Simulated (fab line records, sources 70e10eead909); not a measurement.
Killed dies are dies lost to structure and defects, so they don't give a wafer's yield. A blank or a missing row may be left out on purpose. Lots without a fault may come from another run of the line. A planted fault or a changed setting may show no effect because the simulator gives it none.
A struck lot beside a sound one | flow nand_harc | 14 steps out of a route of 1302
Sound: wafers L532.2, L532.3, L532.4. Struck: wafers L544.1, L544.2, L544.6. The cause comes at the end.
At each step with rows: each side's tool, then ch and its chambers, then its first start. Under that, the readings that differ: sound wafers | struck wafers | difference of the means | sigmas: that difference in standard deviations of wafers without a fault.
alike: readings whose means differ by less than 2 such deviations, and words and numbers that are the same on both sides. not compared: withheld readings, readings that some wafer has no value for, bounds like >300 that may hide the same value, and numbers for which the record gives no deviation and whose values overlap.
The two part at a step that has a row with sigmas, a row that says differs or no value, or rows on one side only. Numbers that don't overlap but have no deviation are shown without sigmas and don't part them. A reading that every wafer of one side lacks parts them only if that side has two wafers or more.

first, 5 steps without rows for these wafers: NHARC_A_M0_SOFTBAKE_04 (time 55 s); NHARC_A_M0_EBR_05; NHARC_A_M0_EXPOSE_06 (exposes mask A M0, target cd 80 nm); NHARC_A_M0_PEB_07 (peb time 65 s); NHARC_A_M0_DEVELOP_08 (develop time 35 s).
NHARC_A_M0_CD_MEAS_09: target cd 80 nm.
  sound on cd_sem-02 ch 0, day 22 12:22; struck on cd_sem-01 ch 0, day 27 17:20
  reading    | sound          | struck         | difference | sigmas
  cd_nm (nm) | 78.6 78.0 78.0 | 81.1 79.4 79.0 | +1.6       | +2
NHARC_A_M0_OVL_MEAS_10: pitch 160 nm.
  sound on overlay-02, day 22 12:27; struck on overlay-02, day 27 17:26
  alike: overlay_x_nm, overlay_y_nm
NHARC_A_M0_INSPECT_11:
  sound on defect_inspect-01, day 22 12:29; struck on defect_inspect-01, day 27 17:28
  alike: raw_defect_count
NHARC_A_M0_DESCUM_14: chemistry O2, time 3 s.
  sound on rie_diel-13 ch 0,2,3, day 22 12:34; struck on rie_diel-13 ch 0,1, day 27 17:31
  alike: drypump_motor_current_A, mfc_ar_sccm, oes_product_au, rf_vpp_V, showerhead_plenum_p_Torr, throttle_valve_pct
  not compared: rf_hours_counter_h
NHARC_A_M0_ETCH_34: etches the open film in N2/H2, target depth 40 nm, overetch 12 nm, time 43.94 s.
  sound on rie_diel-13 ch 0,1,3, day 22 12:38; struck on rie_diel-13 ch 0,3, day 27 17:38
  alike: drypump_motor_current_A, mfc_ar_sccm, oes_product_au, rf_vpp_V, showerhead_plenum_p_Torr, throttle_valve_pct
  not compared: rf_hours_counter_h
NHARC_A_M0_ETCH_15: etches the open film in C4F8/Ar, target depth 150 nm, overetch 15 nm, time 82.5 s.
  sound on rie_diel-13 ch 0,1,3; struck on rie_diel-13 ch 0,1
  alike: oes_product_au, rf_vpp_V
  not compared: rf_hours_counter_h
NHARC_A_M0_CD_MEAS_16:
  sound on cd_sem-01, day 22 12:51; struck on cd_sem-01, day 27 17:52
  reading    | sound          | struck         | difference | sigmas
  cd_nm (nm) | 77.8 77.7 78.2 | 82.3 79.2 80.5 | +2.8       | +3
NHARC_A_M0_STRIP_18: strips in N2/H2.
  sound on rie_diel-13 ch 0,2,3, day 22 12:55; struck on rie_diel-02 ch 1,3, day 27 17:58
  no value came back on the struck wafers for any of 9 readings (bias_w (W), chamber_pressure_mTorr (mTorr) and others); on the sound wafers bias_w (W) reads 0 0 0
then, 1 step without rows for these wafers: NHARC_A_M0_STRIP_19 (strips in post etch residue remover, time 600 s).

WHERE THEY PART
First at NHARC_A_M0_CD_MEAS_09; last, within this record, at NHARC_A_M0_STRIP_18.

WHY: what the simulator had put in
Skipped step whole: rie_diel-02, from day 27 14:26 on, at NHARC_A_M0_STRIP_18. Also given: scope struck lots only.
